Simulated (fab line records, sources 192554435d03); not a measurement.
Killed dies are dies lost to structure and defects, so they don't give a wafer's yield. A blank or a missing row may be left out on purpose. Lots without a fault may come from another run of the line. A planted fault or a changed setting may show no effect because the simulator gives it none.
One fault seen from 2 desks | flow n5_finfet | each desk has only its own numbers; what lay behind them comes last

THE METROLOGY DESK
What the gauges read, lot by lot, whatever tool the lot ran on: means of the sampled wafers that have a number. A lot is out of limits, marked OUT, if its mean lies more than 4 standard deviations from the usual mean; the brackets give that distance. Of its 17 readings 7 are shown: the one that was out of limits first, and those that lie furthest out on some lot.
Columns: A = IOFF_N at N5_BEOL_M4_RC_MEAS_101, usual 0.18 nA/um; B = IOFF_N_85C at N5_BEOL_M4_RC_MEAS_101, usual 3.4 nA/um; C = IOFF_N_LIN at N5_BEOL_M4_RC_MEAS_101, usual 0.080 nA/um; D = IOFF_N_LONG at N5_BEOL_M4_RC_MEAS_101, usual 5.5e-05 nA/um; E = ION_N at N5_BEOL_M4_RC_MEAS_101, usual 683 uA/um; F = VT_N at N5_BEOL_M4_RC_MEAS_101, usual 249 mV; G = VT_N_LONG at N5_BEOL_M4_RC_MEAS_101, usual 274.9 mV
lot  | first seen here | A                       | B                       | C                       | D                         | E              | F             | G
L467 | day 4 09:43     | 0.17                    | 3.3                     | 0.077                   | 5.5e-05                   | 690            | 249           | 273.8
L468 | day 4 10:31     | 0.18                    | 3.6                     | 0.082                   | 5.1e-05                   | 685            | 249           | 274.5
L469 | day 4 19:58     | 0.23                    | 4.3                     | 0.096                   | 5.2e-05                   | 683            | 247           | 277.5
L470 | day 4 22:07     | 0.13                    | 2.6                     | 0.062                   | 5.3e-05                   | 665            | 253           | 274.9
L472 | day 5 14:36     | 0.17                    | 3.3                     | 0.079                   | 6.1e-05                   | 680            | 248           | 273.6
L474 | day 6 00:54     | 10.29 (+99 or more) OUT | 95.1 (+99 or more) OUT  | 4.652 (+99 or more) OUT | 3.2e-03 (+99 or more) OUT | 774 (+5.7) OUT | 178 (-16) OUT | 204.3 (-37) OUT
L480 | day 7 12:38     | 11.62 (+99 or more) OUT | 102.6 (+99 or more) OUT | 5.522 (+99 or more) OUT | 3.9e-03 (+99 or more) OUT | 788 (+6.6) OUT | 174 (-17) OUT | 203.2 (-38) OUT
L486 | day 9 01:47     | 0.16                    | 3.2                     | 0.076                   | 5.6e-05                   | 666            | 249           | 274.5
L489 | day 9 16:35     | 0.19                    | 3.7                     | 0.090                   | 5.7e-05                   | 689            | 246           | 273.5
This desk's finding: out of limits on L474, L480; first on L474, day 9 17:10 (IOFF_N at N5_BEOL_M4_RC_MEAS_101). In limits: L467, L468, L469, L470, L472, L486, L489.

THE TOOL OWNER'S DESK: rie_diel-04
The tool's own readings at N5_HKMG_FIN_ETCH_58 (etches SOC in N2/H2, target depth 215.8 nm, time 741 s): means of the sampled wafers that have a number, for each lot that ran on this tool. A lot is out of limits, marked OUT, if its mean lies more than 4 standard deviations from the usual mean; the brackets give that distance.
Columns: A = drypump_motor_current_A at N5_HKMG_FIN_ETCH_58, usual 5.7 A; B = h2_flow_sccm at N5_HKMG_FIN_ETCH_58, usual 199.9 sccm; C = oes_product_au at N5_HKMG_FIN_ETCH_58, usual 0.81 a.u.; D = rf_vpp_V at N5_HKMG_FIN_ETCH_58, usual 99.3 V; E = run_length_s at N5_HKMG_FIN_ETCH_58, usual 764.5 s; F = showerhead_plenum_p_Torr at N5_HKMG_FIN_ETCH_58, usual 2.58 Torr; G = throttle_valve_pct at N5_HKMG_FIN_ETCH_58, usual 17.8 %
lot  | first seen here | A   | B     | C    | D    | E                       | F    | G
L469 | day 4 22:16     | 5.4 | 199.5 | 0.89 | 98.8 | 764.7                   | 2.56 | 17.8
L470 | day 4 23:57     | 5.3 | 200.3 | 0.87 | 99.5 | 765.0                   | 2.54 | 17.7
L474 | day 6 02:52     | 5.5 | 200.0 | 0.82 | 98.5 | 629.8 (-99 or more) OUT | 2.47 | 17.9
L480 | day 7 14:28     | 5.0 | 199.8 | 0.78 | 99.0 | 629.6 (-99 or more) OUT | 2.56 | 17.7
This desk's finding: out of limits on L474, L480; first on L474, day 6 02:52 (run_length_s at N5_HKMG_FIN_ETCH_58). In limits: L469, L470.

PUT TOGETHER
The tool owner's desk could have raised an alarm at day 6 02:52, on L474, L480.
The metrology desk could have raised an alarm at day 9 17:10, on L474, L480.
Of the lots named, all ran N5_HKMG_FIN_ETCH_58 on rie_diel-04.

WHAT THE SIMULATOR HAD PUT IN
Process parameter drift: rie_diel-04, from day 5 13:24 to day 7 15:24, at N5_HKMG_FIN_ETCH_58. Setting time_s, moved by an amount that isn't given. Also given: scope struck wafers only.
Lots struck among those shown: L474, L480.
Hours from the fault's start to each desk's first reading out of limits: the tool owner's desk, 13; the metrology desk, 100.
